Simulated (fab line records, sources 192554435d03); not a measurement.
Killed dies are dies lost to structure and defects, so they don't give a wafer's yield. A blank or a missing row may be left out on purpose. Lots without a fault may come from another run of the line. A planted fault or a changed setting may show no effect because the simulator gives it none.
fab line records | flow n5_finfet
record lots=8 wafers=23 last_day=17
route steps=1938 shown BEOL_M4@1111 BEOL_M7@1323 BEOL_M15@1829 MIM_BOT@1833 MIM_TOP@1838 PASSIVATION@1936
lots that met no fault: from a run of the same line without faults
start_h: hours from the record's first day to the start of the lot's first wafer shown | wait_h: hours since the lot's step before | " the same as in the row above | L1.1+2: a row that stands for several wafers | - no value, or no start given | * or withheld: withheld | < > ~ a bound
route shown NAME@n: a module of which the file shows steps, and the number in the route of the first | usual: mean/standard deviation of fault-free wafers | same: alike in all rows | chamber/n: place in a boat | sites: the reading at each site | _std_site: their standard deviation | _edge_site: outer sites' mean less inner sites' | radius_mm: how far each site lies from the wafer's centre | mask NAME#n: copy n | behind: the tool/chamber that last shaped the wafer | hold: why the lot was held/for how many hours/how that ended | device: the transistor (n, p or np) that didn't switch | end of line: the same wafers' tests at the end of the route | a step without rows: its recipe alone | killed: dies lost to structure and defects at the first sort, not the wafer's yield | map: a wafer's dies, x killed, . not, _ none there
set.NAME: the setting as run; set.NAME@STEP: as run at that earlier step | model.NAME: the simulator's own value behind a step, which no gauge read
steps of the route over a sample of lots; a table a step, a row a wafer
services: from which hour (start_h, from the record's first day; less than 0 if before it) a tool's chamber was out of use, for how many hours, and why
## steps
# step N5_BEOL_M4_RC_MEAS_101
# usual DIBL_N=36.8/2.2 DIBL_P=37.0/2.8 IOFF_N=0.18/0.043 IOFF_P=0.23/0.05 ION_N=680/14 ION_P=466/9.1 SS_N=71.7/0.74 SS_P=73.5/0.79 VT_N=248/4 VT_P=-249/4.1
# columns lot.wafer tool chamber start_h wait_h DIBL_N[mV/V] DIBL_P[mV/V] IOFF_N[nA/um] IOFF_P[nA/um] ION_N[uA/um] ION_P[uA/um] SS_N[mV/dec] SS_P[mV/dec] VT_N[mV] VT_P[mV]
L621.1 prober-01 0 169.07 0.0 39.6 41.3 0.29 0.36 715 484 72.7 74.8 238 -241
L621.3 " 0 " " 35.4 36.2 0.17 0.22 691 470 71.5 73.3 247 -246
L621.5 " 0 " " 37.8 39.6 0.23 0.32 696 480 72.1 74.0 243 -242
L622.1 prober-01 0 197.16 0.1 35.7 36.9 0.18 0.19 677 453 71.6 73.4 243 -254
L622.3 " 0 " " 36.3 38.2 0.17 0.19 667 456 71.6 73.1 253 -253
L622.6 " 0 " " 37.7 40.2 0.23 0.24 700 467 72.0 73.6 244 -250
L623.1 prober-01 0 200.37 0.2 36.6 39.3 0.18 0.20 682 455 71.6 73.9 246 -253
L623.3 " 0 " " 37.1 39.1 0.17 0.19 676 453 71.7 73.8 252 -255
L623.6 " 0 " " 32.5 33.7 0.10 0.13 659 444 70.4 72.3 255 -259
L629.2 prober-02 0 230.72 0.2 40.1 39.8 0.20 0.30 671 470 72.0 74.3 249 -244
L629.5 " 0 " " 42.5 42.6 0.27 0.36 700 479 73.1 74.9 244 -242
L638.2 prober-01 0 284.66 0.2 33.8 32.3 0.13 0.18 664 461 71.4 72.0 253 -252
L638.4 " 0 " " 36.8 36.9 0.18 0.25 682 468 71.5 72.8 247 -249
L638.5 " 0 " " 38.4 38.7 0.23 0.27 700 479 71.8 73.7 242 -248
L637.2 prober-02 0 284.80 0.2 34.6 34.2 0.13 0.19 664 457 70.7 73.0 252 -251
L637.5 " 0 " " 30.4 29.0 0.08 0.12 636 441 69.9 71.5 259 -257
L637.6 " 0 " " 39.2 40.9 0.25 0.31 695 474 71.6 74.1 242 -244
L640.1 prober-01 0 291.49 0.0 37.4 36.0 0.18 0.20 687 459 71.9 73.4 249 -252
L640.3 " 0 " " 39.8 41.2 0.25 0.31 707 480 73.3 74.3 244 -249
L640.4 " 0 " " 38.5 37.6 0.21 0.23 683 460 72.8 73.8 247 -250
L641.1 prober-01 0 298.57 0.0 33.4 34.3 0.12 0.17 671 460 70.6 73.1 256 -255
L641.3 " 0 " " 37.3 39.2 0.20 0.25 687 468 71.6 73.7 246 -250
L641.4 " 0 " " 35.5 37.2 0.15 0.22 670 466 71.4 73.1 251 -250
# step N5_BEOL_M7_SPUTTER_48
# recipe material=Cu target_thk_a=100 temp_c=-20 bias_v=60 power_w=26000 chamber_pressure_pa=0.13 time_s=1.667
# usual throttle_valve_pct=30.7/1.4
# columns lot.wafer tool chamber start_h wait_h throttle_valve_pct
L621.1 pvd_sputter-03 - 195.52 0.1 27.8
L621.3 " - " " 30.7
L621.5 " - " " 31.3
L623.1 pvd_sputter-03 - 226.62 0.1 31.0
L623.3 " - " " 31.0
L623.6 " - " " 30.8
L622.1 pvd_sputter-03 - 226.70 0.2 30.8
L622.3 " - " " 28.0
L622.6 " - " " 27.8
L629.2 pvd_sputter-03 - 257.38 0.1 30.7
L629.5 " - " " 30.8
L638.2 pvd_sputter-03 - 312.10 0.1 31.3
L638.4 " - " " 30.9
L638.5 " - " " 30.8
L637.2 pvd_sputter-03 - 312.18 0.2 27.8
L637.5 " - " " 27.7
L637.6 " - " " 31.1
L640.1 pvd_sputter-03 - 321.51 0.2 31.2
L640.3 " - " " 30.8
L640.4 " - " " 31.0
L641.1 pvd_sputter-03 - 326.46 0.2 28.2
L641.3 " - " " 31.1
L641.4 " - " " 30.6
# step N5_BEOL_M15_INSPECT_55
# recipe inspect_instrument=darkfield mode=post_dep
# usual raw_defect_count=72/20
# columns lot.wafer tool chamber start_h wait_h raw_defect_count
L621.1 defect_inspect-02 - 254.59 0.0 52
L621.3 " - " " 73
L621.5 " - " " 67
L622.1 defect_inspect-02 - 288.88 0.0 62
L622.3 " - " " 61
L622.6 " - " " 89
L623.1 defect_inspect-02 - 289.34 0.0 87
L623.3 " - " " 66
L623.6 " - " " 62
L629.2 defect_inspect-02 - 318.61 0.0 68
L629.5 " - " " 82
L638.2 defect_inspect-01 - 375.39 0.0 75
L638.4 " - " " 94
L638.5 " - " " 71
L637.2 defect_inspect-02 - 379.25 0.0 61
L637.5 " - " " 94
L637.6 " - " " 130
L640.1 defect_inspect-01 - 381.01 0.0 60
L640.3 " - " " 62
L640.4 " - " " 65
L641.1 defect_inspect-02 - 387.48 0.0 62
L641.3 " - " " 31
L641.4 " - " " 53
# step N5_BEOL_M15_RC_MEAS_101
# usual COMB_M10=1.44e-11/2.9e-12 COMB_M11=1.4e-11/3.1e-12 COMB_M12=6.4e-12/1.5e-12 COMB_M13=4.8e-12/1.1e-12 COMB_M14=3.6e-12/7.9e-13 COMB_M14_max_site=5.2e-12/1.3e-12 COMB_M15=2.5e-12/5e-13 COMB_M5=3.5e-11/7.8e-12 COMB_M6=2.4e-11/5e-12 COMB_M7=2.5e-11/5.6e-12 COMB_M8=2.6e-11/5e-12 COMB_M9=1.38e-11/2.9e-12 SERP_M10=3.07/0.11 SERP_M11=3.12/0.14 SERP_M12=0.643/0.023 SERP_M13=0.309/0.0081 SERP_M14=0.160/0.0055 SERP_M5=39.5/2.4 SERP_M6=13.9/0.67 SERP_M7=14.1/0.79 SERP_M7_max_site=14.6/0.85 SERP_M8=13.3/0.63 SERP_M9=3.15/0.12
# columns lot.wafer tool chamber start_h wait_h COMB_M10[S/m] COMB_M11[S/m] COMB_M12[S/m] COMB_M13[S/m] COMB_M14[S/m] COMB_M14_max_site[S/m] COMB_M15[S/m] COMB_M5[S/m] COMB_M6[S/m] COMB_M7[S/m] COMB_M8[S/m] COMB_M9[S/m] SERP_M10[ohm/um] SERP_M11[ohm/um] SERP_M12[ohm/um] SERP_M13[ohm/um] SERP_M14[ohm/um] SERP_M5[ohm/um] SERP_M6[ohm/um] SERP_M7[ohm/um] SERP_M7_max_site[ohm/um] SERP_M8[ohm/um] SERP_M9[ohm/um]
L621.1 prober-01 0 254.61 0.0 1.28e-11 9e-12 5.7e-12 5.2e-12 3.1e-12 4.3e-12 3.5e-12 4.9e-11 3.2e-11 3.8e-11 2.7e-11 1.54e-11 3.05 3.21 0.649 0.297 0.165 44.6 14.1 14.5 14.9 13.8 3.29
L621.3 " 0 " " 9.7e-12 1.2e-11 7.9e-12 5.8e-12 3.8e-12 5.7e-12 2.4e-12 3.9e-11 3.5e-11 1.8e-11 3.4e-11 1.99e-11 2.99 2.95 0.689 0.312 0.166 40.9 15.7 14.4 14.8 13.9 3.22
L621.5 " 0 " " 1.22e-11 1.4e-11 5.4e-12 4.4e-12 3e-12 4.1e-12 2.4e-12 6.5e-11 2.6e-11 2.3e-11 2.5e-11 1.39e-11 3.10 2.93 0.651 0.295 0.157 39.5 13.8 14.7 15.2 13.2 3.22
L622.1 prober-01 0 288.91 0.0 1.4e-11 1.5e-11 8.5e-12 7.3e-12 4.3e-12 7.6e-12 2.5e-12 3.4e-11 2.5e-11 2.2e-11 2.1e-11 1.9e-11 3.05 3.19 0.668 0.309 0.149 37.4 13.9 14.1 14.6 13.2 3.37
L622.3 " 0 " " 1.75e-11 1.1e-11 7e-12 4.5e-12 3e-12 5.5e-12 3.2e-12 2.1e-11 3.4e-11 2.3e-11 2.3e-11 1.83e-11 3.01 3.05 0.641 0.300 0.163 39.1 13.4 15.5 16.0 12.9 3.06
L622.6 " 0 " " 1.34e-11 1.8e-11 6.1e-12 7.6e-12 4e-12 4.7e-12 3.1e-12 3.3e-11 2.5e-11 1.7e-11 1.8e-11 1.26e-11 3.01 3.01 0.680 0.317 0.163 40.5 14.2 ~33333 ~33333 13.5 3.25
L623.1 prober-02 0 289.47 0.1 1.05e-11 1.5e-11 5.4e-12 5.8e-12 4.7e-12 6.5e-12 2.7e-12 3.8e-11 1.7e-11 2.3e-11 3.2e-11 1.52e-11 3.08 3.06 0.637 0.316 0.161 38.5 13.3 15.8 16.4 13.2 3.32
L623.3 " 0 " " 1.08e-11 1.7e-11 7.1e-12 5.1e-12 3.2e-12 5.1e-12 2.3e-12 3.2e-11 2.3e-11 1.7e-11 2.5e-11 1.24e-11 3.05 3.15 0.619 0.319 0.163 40.4 13.5 15.8 16.5 13.1 3.27
L623.6 " 0 " " 1.33e-11 1.1e-11 5.7e-12 3.9e-12 3.2e-12 4.9e-12 2.7e-12 5.3e-11 2.3e-11 3.1e-11 2.9e-11 1.47e-11 3.07 3.09 0.611 0.315 0.165 38.5 13.0 ~33333 ~33333 13.1 3.23
L629.2 prober-02 0 318.78 0.2 1.28e-11 1.6e-11 5.8e-12 3.9e-12 2.8e-12 3.9e-12 2.5e-12 2.9e-11 2.8e-11 3.1e-11 3.5e-11 1.41e-11 3.17 3.14 0.615 0.304 0.165 38.7 14.8 14.1 14.3 12.5 3.28
L629.5 " 0 " " 1.17e-11 1.2e-11 9.5e-12 3.7e-12 2.8e-12 4.5e-12 2.3e-12 3.5e-11 2.2e-11 2.8e-11 2.1e-11 9.8e-12 3.10 3.32 0.621 0.319 0.167 38.8 13.6 ~33333 ~33333 13.8 3.21
L638.2 prober-02 0 375.57 0.2 1.69e-11 1.3e-11 5e-12 7.9e-12 3.3e-12 4.7e-12 1.8e-12 3.8e-11 2.5e-11 2.3e-11 3.1e-11 1.54e-11 2.96 3.07 0.680 0.304 0.161 37.3 14.8 12.5 12.9 13.6 2.97
L638.4 " 0 " " 1.28e-11 1.9e-11 7.5e-12 4.8e-12 3.5e-12 5.6e-12 2.9e-12 4.1e-11 3.4e-11 2.4e-11 3.2e-11 1.86e-11 2.97 3.01 0.671 0.314 0.161 40.9 14.1 14.0 14.7 14.1 3.00
L638.5 " 0 " " 1.34e-11 1.5e-11 5e-12 6.5e-12 2.6e-12 3.9e-12 2.2e-12 2.8e-11 2.6e-11 2.2e-11 4.1e-11 1.1e-11 2.92 2.83 0.629 0.314 0.164 40.6 13.6 12.4 12.6 13.4 3.34
L637.2 prober-01 0 379.43 0.2 1.34e-11 1.8e-11 6.2e-12 4.4e-12 3.1e-12 6.4e-12 2.3e-12 3.8e-11 2.8e-11 1.6e-11 2.8e-11 1.5e-11 3.02 3.38 0.610 0.297 0.154 35.2 13.3 12.8 13.0 13.4 3.24
L637.5 " 0 " " 1.3e-11 1.4e-11 5.5e-12 3.2e-12 2.9e-12 4.1e-12 1.6e-12 6.5e-11 1.9e-11 2.2e-11 3.4e-11 1.13e-11 3.13 3.15 0.659 0.297 0.152 38.3 13.6 13.5 14.2 12.9 3.34
L637.6 " 0 " " 1.9e-11 1.1e-11 6.7e-12 5.3e-12 3.9e-12 6.4e-12 2e-12 4.8e-11 2e-11 2.6e-11 2.5e-11 1.27e-11 2.98 3.29 0.609 0.302 0.157 39.3 13.1 15.1 15.9 12.9 3.30
L640.1 prober-02 0 381.04 0.0 1.29e-11 1.3e-11 5.4e-12 5e-12 4.1e-12 5.9e-12 1.7e-12 3.5e-11 2.4e-11 3.8e-11 1.7e-11 1.53e-11 3.15 3.01 0.665 0.317 0.162 41.2 14.8 14.5 15.2 14.4 3.33
L640.3 " 0 " " 1.6e-11 1.5e-11 6.8e-12 4.3e-12 4.2e-12 5.6e-12 2.4e-12 4.2e-11 3.1e-11 3e-11 3e-11 2.13e-11 3.06 3.30 0.647 0.317 0.161 37.1 13.8 13.2 13.5 14.4 3.15
L640.4 " 0 " " 1.34e-11 1e-11 7.7e-12 7.4e-12 4.8e-12 5.5e-12 2.7e-12 2.7e-11 2.3e-11 2.1e-11 2.7e-11 1.57e-11 3.03 3.16 0.622 0.321 0.165 41.4 14.5 13.7 14.0 13.9 3.18
L641.1 prober-01 0 387.51 0.0 1.65e-11 1.7e-11 6.8e-12 2.8e-12 5.6e-12 6.2e-12 2.3e-12 2.5e-11 2.8e-11 2.6e-11 2.3e-11 1.39e-11 3.14 3.09 0.652 0.309 0.164 42.8 13.6 13.0 14.0 13.6 3.14
L641.3 " 0 " " 1.38e-11 1.3e-11 5e-12 3.7e-12 4.6e-12 7.4e-12 2.8e-12 2.5e-11 3.3e-11 2.1e-11 2.1e-11 1.44e-11 3.06 3.07 0.645 0.303 0.156 37.9 14.9 13.6 14.4 13.3 3.20
L641.4 " 0 " " 1.65e-11 2.1e-11 4.5e-12 4.1e-12 3.4e-12 5.3e-12 1.6e-12 3.4e-11 3.4e-11 3.7e-11 2.4e-11 1.52e-11 3.20 2.90 0.674 0.316 0.155 39.2 13.9 14.5 15.1 13.5 3.16
# sites SERP_M7 radius_mm=0,75,75,75,75,140,140,140,140
L621.1 14.7 14.9 14.5 14.8 14.7 13.5 13.4 13.9 13.8
L622.1 14.6 14.3 14.1 14.2 14.5 13.4 14.1 13.5 13.8
L623.1 15.8 15.5 16.4 15.7 15.8 15.3 16.1 15.5 16.0
L629.2 14.0 14.3 14.1 14.0 14.3 14.3 13.7 14.3 13.8
L638.2 12.4 12.3 12.2 12.6 12.6 12.9 12.5 12.8 12.1
L637.2 12.8 13.0 12.8 12.8 13.0 12.3 13.0 12.7 12.9
L640.1 14.0 14.8 14.3 14.4 14.2 15.2 14.8 14.5 14.9
L641.1 13.0 12.7 12.8 12.9 12.6 13.4 14.0 13.4 14.0
# step N5_MIM_BOT_SPUTTER_00
# recipe material=TiN target_thk_a=350 temp_c=200 power_w=3000 chamber_pressure_pa=0.49996 gas=Ar reactive_partial_pa=0.37997 time_s=89.7
# usual throttle_valve_pct=30.5/1.3
# columns lot.wafer tool chamber start_h wait_h throttle_valve_pct
L621.1 pvd_sputter-03 - 256.30 0.0 31.3
L621.3 " - " " 27.9
L621.5 " - " " 28.0
L622.1 pvd_sputter-01 - 290.40 0.0 30.6
L622.3 " - " " 30.4
L622.6 " - " " 30.7
L623.1 pvd_sputter-01 - 293.02 0.0 30.2
L623.3 " - " " 30.8
L623.6 " - " " 30.1
L629.2 pvd_sputter-02 - 320.47 0.0 31.8
L629.5 " - " " 31.7
L638.2 pvd_sputter-02 - 377.13 0.0 30.9
L638.4 " - " " 32.8
L638.5 " - " " 31.7
L637.2 pvd_sputter-01 - 380.72 0.0 27.9
L637.5 " - " " 30.5
L637.6 " - " " 30.7
L640.1 pvd_sputter-02 - 383.93 0.0 32.8
L640.3 " - " " 30.9
L640.4 " - " " 31.7
L641.1 pvd_sputter-03 - 389.25 0.0 30.9
L641.3 " - " " 27.7
L641.4 " - " " 31.0
# step N5_MIM_TOP_SPUTTER_03
# recipe material=TiN target_thk_a=350 temp_c=200 power_w=3000 chamber_pressure_pa=0.49996 gas=Ar reactive_partial_pa=0.37997 time_s=89.7
# usual throttle_valve_pct=30.6/1.4
# columns lot.wafer tool chamber start_h wait_h throttle_valve_pct
L621.1 pvd_sputter-02 - 257.44 0.0 32.9
L621.3 " - " " 31.8
L621.5 " - " " 31.9
L622.1 pvd_sputter-01 - 293.30 0.0 30.4
L622.3 " - " " 31.0
L622.6 " - " " 27.9
L623.1 pvd_sputter-03 - 294.84 0.0 31.2
L623.3 " - " " 28.0
L623.6 " - " " 31.2
L629.2 pvd_sputter-03 - 321.31 0.0 27.9
L629.5 " - " " 28.0
L638.2 pvd_sputter-02 - 380.13 0.0 31.9
L638.4 " - " " 30.9
L638.5 " - " " 31.9
L637.2 pvd_sputter-02 - 383.81 0.0 31.1
L637.5 " - " " 31.8
L637.6 " - " " 32.6
L640.1 pvd_sputter-02 - 385.25 0.0 31.7
L640.3 " - " " 31.0
L640.4 " - " " 32.8
L641.1 pvd_sputter-03 - 390.31 0.0 31.4
L641.3 " - " " 30.6
L641.4 " - " " 27.8
# step N5_PASSIVATION_PROBE_49
# usual defect_limited_yield=91.4/1.5 killed_at_M0_to_M3=36/11 killed_at_M4_up=14/6 killed_at_contacts=11/6 killed_at_front_end=37/11 killed_at_other=4/3.4 killed_dies=102/18 killed_on_rim=13/3.5 killed_open=66/13 killed_short=34/7.8 sort_bin_4_leakage=0.00/0.017 sort_bin_5_function=5.0/0.97 sort_bin_6_memory=3.2/0.7 sort_bin_8_speed=0.0/0.38 sort_n_pass=1078/19 sort_yield_pct=91.3/1.6
# same gross_dies=1180 killed_at_back_side=0
# columns lot.wafer tool chamber start_h wait_h defect_limited_yield[%] killed_at_M0_to_M3 killed_at_M4_up killed_at_contacts killed_at_front_end killed_at_other killed_dies killed_on_rim killed_open killed_short sort_bin_4_leakage[%] sort_bin_5_function[%] sort_bin_6_memory[%] sort_bin_8_speed[%] sort_n_pass sort_yield_pct[%]
L621.1 prober-01 - 271.72 0.0 91.7 30 16 15 28 9 98 12 60 34 0 4.2 3.9 0 1082 91.7
L621.3 prober-01 - 271.82 0.1 92.5 41 15 7 24 1 88 12 46 39 0 4.4 2.5 0 1092 92.5
L621.5 prober-01 - 271.92 0.2 91.7 25 21 7 37 8 98 17 66 30 0 5.3 3.0 0 1082 91.7
L622.1 prober-02 - 306.40 0.0 90.8 39 10 5 46 8 108 12 66 33 0 5.1 3.1 0 1072 90.8
L622.3 prober-02 - 306.50 0.1 90.4 26 3 13 51 20 113 13 75 34 0 5.6 3.6 0 1067 90.4
L622.6 prober-02 - 306.65 0.3 71.4 24 256 27 24 6 337 40 71 20 0 17.4 10.9 0 843 71.4
L623.1 prober-01 - 307.61 0.0 91.6 44 7 8 39 1 99 15 71 28 0 5.0 3.0 0 1081 91.6
L623.3 prober-01 - 307.71 0.1 90.2 35 8 3 67 3 116 20 60 41 0 5.0 3.7 0 1064 90.2
L623.6 prober-01 - 307.86 0.3 70.3 26 267 10 40 8 351 46 54 35 0 17.6 11.9 0 829 70.3
L629.2 prober-01 - 332.22 0.1 88.1 76 12 9 44 0 141 15 94 47 0 7.5 4.4 0 1039 88.1
L629.5 prober-01 - 332.37 0.2 69.9 35 238 3 71 8 355 58 83 37 0.08 19.3 10.3 0 824 69.8
L638.2 prober-02 - 390.76 0.1 93.1 15 9 4 43 10 81 13 37 28 0 3.7 2.2 0 1099 93.1
L638.4 prober-02 - 390.86 0.2 95.1 16 10 3 26 3 58 9 34 24 0 3.1 1.7 0 1122 95.1
L638.5 prober-02 - 390.91 0.2 93.2 28 10 10 27 5 80 8 45 33 0 3.9 2.7 0 1100 93.2
L640.1 prober-01 - 395.07 0.0 91.0 23 16 13 54 0 106 15 71 33 0 5.5 3.4 0 1074 91.0
L640.3 prober-01 - 395.17 0.1 93.6 20 13 12 29 1 75 9 50 23 0 3.9 2.0 0 1105 93.6
L640.4 prober-01 - 395.22 0.2 91.5 37 7 16 37 3 100 18 68 32 0 5.4 2.3 0 1080 91.5
L637.2 prober-02 - 395.51 0.1 88.9 43 10 15 58 5 131 17 80 50 0 6.8 3.7 0 1049 88.9
L637.5 prober-02 - 395.66 0.2 91.2 28 14 19 38 5 104 14 69 32 0 5.6 2.8 2.3 1049 88.9
L637.6 prober-02 - 395.71 0.3 89.4 51 13 11 46 4 125 24 90 35 0 6.4 3.9 0 1055 89.4
L641.1 prober-02 - 400.07 0.0 92.3 20 14 12 43 2 91 13 57 33 0 4.7 2.5 0 1089 92.3
L641.3 prober-02 - 400.17 0.1 90.3 43 19 9 42 2 115 10 66 42 0 6.2 3.1 0.1 1065 90.3
L641.4 prober-02 - 400.22 0.2 92.5 22 11 22 28 5 88 12 57 27 0 4.0 2.9 0 1092 92.5
# killed by level:class
L621.1 MOL_CONTACT_COAG:geometric_particle:open=13 BEOL_M2:geometric_particle:open=9 BEOL_M4:geometric_particle:open=6 BEOL_M0_SAQP:geometric_particle:open=5 DUMMY_GATE:geometric_particle:open=4 BEOL_M0_SAQP:geometric_particle:short=4 BEOL_M3:geometric_particle:open=4 PASS1_CAP:geometric_particle:open=4
L621.3 FIN_SAQP:geometric_particle:short=11 BEOL_M0_SAQP:geometric_particle:short=11 BEOL_M0_SAQP:geometric_particle:open=9 BEOL_M3:geometric_particle:open=6 BEOL_M2:geometric_particle:open=5 FIN_SAQP:geometric_particle:open=4 MOL_CONTACT_COAG:geometric_particle:short=4 BEOL_M3:geometric_particle:short=4
L621.5 BEOL_M4:geometric_particle:open=16 FIN_SAQP:geometric_particle:open=9 STI_FIN_REVEAL:geometric_particle:open=6 BEOL_M0_SAQP:geometric_particle:open=5 BEOL_M2:geometric_particle:open=5 BEOL_M3:geometric_particle:open=5 FIN_SAQP:geometric_particle:short=4 GATE_CUT:geometric_particle:short=4
L622.1 BEOL_M3:geometric_particle:open=14 STI_FIN_REVEAL:geometric_particle:open=13 HKMG_FIN:area_etch=8 FIN_SAQP:geometric_particle:short=6 BEOL_M0_SAQP:geometric_particle:open=6 BEOL_M0_SAQP:geometric_particle:short=6 STI_FIN_REVEAL:geometric_particle:short=5 BEOL_M4:geometric_particle:open=5
L622.3 MOL_CONTACT_COAG:geometric_particle:open=12 DUMMY_GATE:geometric_particle:open=11 STI_FIN_REVEAL:geometric_particle:open=8 BEOL_M0:geometric_particle:short=6 BEOL_M3:geometric_particle:open=6 PAD_METAL:geometric_particle:short=6 FIN_SAQP:geometric_particle:short=5 PAD_METAL:geometric_particle:open=5
L622.6 BEOL_M7:interface_void_opened=245 MOL_CONTACT_COAG:geometric_particle:open=22 STI_FIN_REVEAL:geometric_particle:open=9 BEOL_M3:geometric_particle:open=6 DUMMY_GATE:geometric_particle:open=5 BEOL_M0_SAQP:geometric_particle:open=4 GATE_CUT:geometric_particle:short=4 MOL_CONTACT_COAG:geometric_particle:short=4
L623.1 BEOL_M2:geometric_particle:open=12 FIN_SAQP:geometric_particle:open=11 MOL_CONTACT_COAG:geometric_particle:open=8 BEOL_M0_SAQP:geometric_particle:open=8 BEOL_M0_SAQP:geometric_particle:short=6 FIN_SAQP:geometric_particle:short=5 DUMMY_GATE:geometric_particle:open=4 BEOL_M0:geometric_particle:open=4
L623.3 FIN_SAQP:geometric_particle:open=18 HKMG_FIN:area_etch=10 FIN_SAQP:geometric_particle:short=9 BEOL_M0_SAQP:geometric_particle:short=9 BEOL_M1:geometric_particle:open=8 DUMMY_GATE:geometric_particle:open=7 STI_FIN_REVEAL:geometric_particle:open=5 DUMMY_GATE:geometric_particle:short=5
L623.6 BEOL_M7:interface_void_opened=260 FIN_SAQP:geometric_particle:short=11 FIN_SAQP:geometric_particle:open=11 BEOL_M0_SAQP:geometric_particle:open=8 MOL_CONTACT_COAG:geometric_particle:open=6 BEOL_M0_SAQP:geometric_particle:short=5 DUMMY_GATE:geometric_particle:open=4 MOL_CONTACT_COAG:geometric_particle:short=4
L629.2 BEOL_M1:geometric_particle:open=18 BEOL_M2:geometric_particle:open=14 FIN_SAQP:geometric_particle:open=12 BEOL_M0_SAQP:geometric_particle:short=12 FIN_SAQP:geometric_particle:short=10 BEOL_M0_SAQP:geometric_particle:open=10 STI_FIN_REVEAL:geometric_particle:open=9 BEOL_M1:geometric_particle:short=8
L629.5 BEOL_M7:interface_void_opened=235 FIN_SAQP:geometric_particle:open=29 FIN_SAQP:geometric_particle:short=14 BEOL_M1:geometric_particle:open=13 STI_FIN_REVEAL:geometric_particle:open=10 BEOL_M2:geometric_particle:open=10 DUMMY_GATE:geometric_particle:open=7 GATE_CUT:geometric_particle:short=6
L638.2 FIN_SAQP:geometric_particle:open=9 HKMG_FIN:area_etch=7 ILD0:geometric_particle:short=5 BEOL_M4:geometric_particle:open=5 FIN_SAQP:geometric_particle:short=4 PASSIVATION:area_etch=4 DUMMY_GATE:geometric_particle:open=3 ILD0:geometric_particle:open=3
L638.4 DUMMY_GATE:geometric_particle:open=8 FIN_SAQP:geometric_particle:short=6 BEOL_M1:geometric_particle:short=5 BEOL_M2:geometric_particle:open=5 BEOL_M4:geometric_particle:open=4 FIN_SAQP:geometric_particle:open=3 BEOL_M5:geometric_particle:open=3 GATE_CUT:geometric_particle:short=2
L638.5 DUMMY_GATE:geometric_particle:open=7 MOL_CONTACT_COAG:geometric_particle:open=7 BEOL_M0_SAQP:geometric_particle:short=6 BEOL_M0_SAQP:geometric_particle:open=6 FIN_SAQP:geometric_particle:short=5 BEOL_M1:geometric_particle:open=5 BEOL_M3:geometric_particle:open=4 STARTING-WAFER:geometric_particle:short=4
L640.1 FIN_SAQP:geometric_particle:short=15 FIN_SAQP:geometric_particle:open=13 STI_FIN_REVEAL:geometric_particle:open=12 MOL_CONTACT_COAG:geometric_particle:open=10 BEOL_M4:geometric_particle:open=9 BEOL_M2:geometric_particle:open=8 BEOL_M3:geometric_particle:open=6 BEOL_M0_SAQP:geometric_particle:short=5
L640.3 FIN_SAQP:geometric_particle:open=11 MOL_CONTACT_COAG:geometric_particle:open=8 FIN_SAQP:geometric_particle:short=7 BEOL_M3:geometric_particle:open=6 BEOL_M4:geometric_particle:open=5 MOL_CONTACT_COAG:geometric_particle:short=4 BEOL_M0_SAQP:geometric_particle:short=4 BEOL_M2:geometric_particle:open=4
L640.4 MOL_CONTACT_COAG:geometric_particle:open=15 BEOL_M0_SAQP:geometric_particle:open=15 FIN_SAQP:geometric_particle:open=12 FIN_SAQP:geometric_particle:short=9 BEOL_M0_SAQP:geometric_particle:short=7 BEOL_M1:geometric_particle:open=6 STARTING-WAFER:geometric_particle:short=4 GATE_CUT:geometric_particle:short=3
L637.2 STI_FIN_REVEAL:geometric_particle:open=16 BEOL_M2:geometric_particle:open=15 BEOL_M0_SAQP:geometric_particle:short=11 MOL_CONTACT_COAG:geometric_particle:open=11 FIN_SAQP:geometric_particle:open=8 STARTING-WAFER:geometric_particle:short=7 FIN_SAQP:geometric_particle:short=6 BEOL_M4:geometric_particle:open=6
L637.5 MOL_CONTACT_COAG:geometric_particle:open=13 FIN_SAQP:geometric_particle:open=11 BEOL_M0_SAQP:geometric_particle:short=10 STI_FIN_REVEAL:geometric_particle:open=9 BEOL_M0_SAQP:geometric_particle:open=7 MOL_CONTACT_COAG:geometric_particle:short=6 BEOL_M4:geometric_particle:open=6 STI_FIN_REVEAL:geometric_particle:short=4
L637.6 FIN_SAQP:geometric_particle:open=12 STI_FIN_REVEAL:geometric_particle:open=12 BEOL_M2:geometric_particle:open=12 BEOL_M0_SAQP:geometric_particle:short=11 BEOL_M0_SAQP:geometric_particle:open=10 MOL_CONTACT_COAG:geometric_particle:open=8 BEOL_M1:geometric_particle:open=6 BEOL_M3:geometric_particle:open=6
L641.1 STI_FIN_REVEAL:geometric_particle:open=9 STARTING-WAFER:geometric_particle:short=9 MOL_CONTACT_COAG:geometric_particle:open=8 FIN_SAQP:geometric_particle:open=6 BEOL_M2:geometric_particle:open=5 FIN_SAQP:geometric_particle:short=5 BEOL_M1:geometric_particle:open=5 MOL_CONTACT_COAG:geometric_particle:short=4
L641.3 FIN_SAQP:geometric_particle:short=12 BEOL_M0_SAQP:geometric_particle:short=12 BEOL_M0_SAQP:geometric_particle:open=11 BEOL_M4:geometric_particle:open=8 FIN_SAQP:geometric_particle:open=7 MOL_CONTACT_COAG:geometric_particle:open=7 STARTING-WAFER:geometric_particle:open=6 DUMMY_GATE:geometric_particle:open=5
L641.4 MOL_CONTACT_COAG:geometric_particle:open=18 FIN_SAQP:geometric_particle:open=8 BEOL_M4:geometric_particle:open=7 FIN_SAQP:geometric_particle:short=6 MOL_CONTACT_COAG:geometric_particle:short=4 BEOL_M0_SAQP:geometric_particle:open=4 BEOL_M2:geometric_particle:open=4 BEOL_M0_SAQP:geometric_particle:short=3
## services
# columns tool chamber start_h hours kind
pvd_sputter-01 - 194.09 0.8 repair
pvd_sputter-02 - 321.23 1.2 repair
pvd_sputter-01 - 330.79 2.4 repair
pvd_sputter-01 - 366.78 2.9 repair
pvd_sputter-03 - 373.64 2.2 repair
## key
first_sign step=N5_BEOL_M15_RC_MEAS_101 reading=SERP_M7 direction=up sigmas=99+ usual=14.1 struck=~33333
effect step=N5_BEOL_M15_RC_MEAS_101 reading=SERP_M7_max_site direction=up sigmas=99+ usual=14.6 struck=~33333
effect step=N5_PASSIVATION_PROBE_49 reading=killed_at_M4_up direction=up sigmas=40 usual=14 struck=254
more_kills_born_at N5_BEOL_M7_SPUTTER_48@pvd_sputter-03=740
met_at N5_BEOL_M7_SPUTTER_48
struck_lots L622,L623,L629
struck_wafers L622.6,L623.6,L629.5
baseline_loss step=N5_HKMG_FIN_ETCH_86 wafers=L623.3
not_acting_at N5_BEOL_M15_INSPECT_55,N5_MIM_BOT_SPUTTER_00,N5_MIM_TOP_SPUTTER_03
fault kind=process_parameter_drift tool=pvd_sputter-03 chamber=- onset_h=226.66 steps=N5_BEOL_M7_SPUTTER_48 channel=time_s offset=* shape=step end_h=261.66 scope=struck_wafers_only acts_in=* stated=*
# baseline_loss: these wafers lose ten dies or more at that step, a loss of the line's own and not of a fault; the sort's usual values leave them out
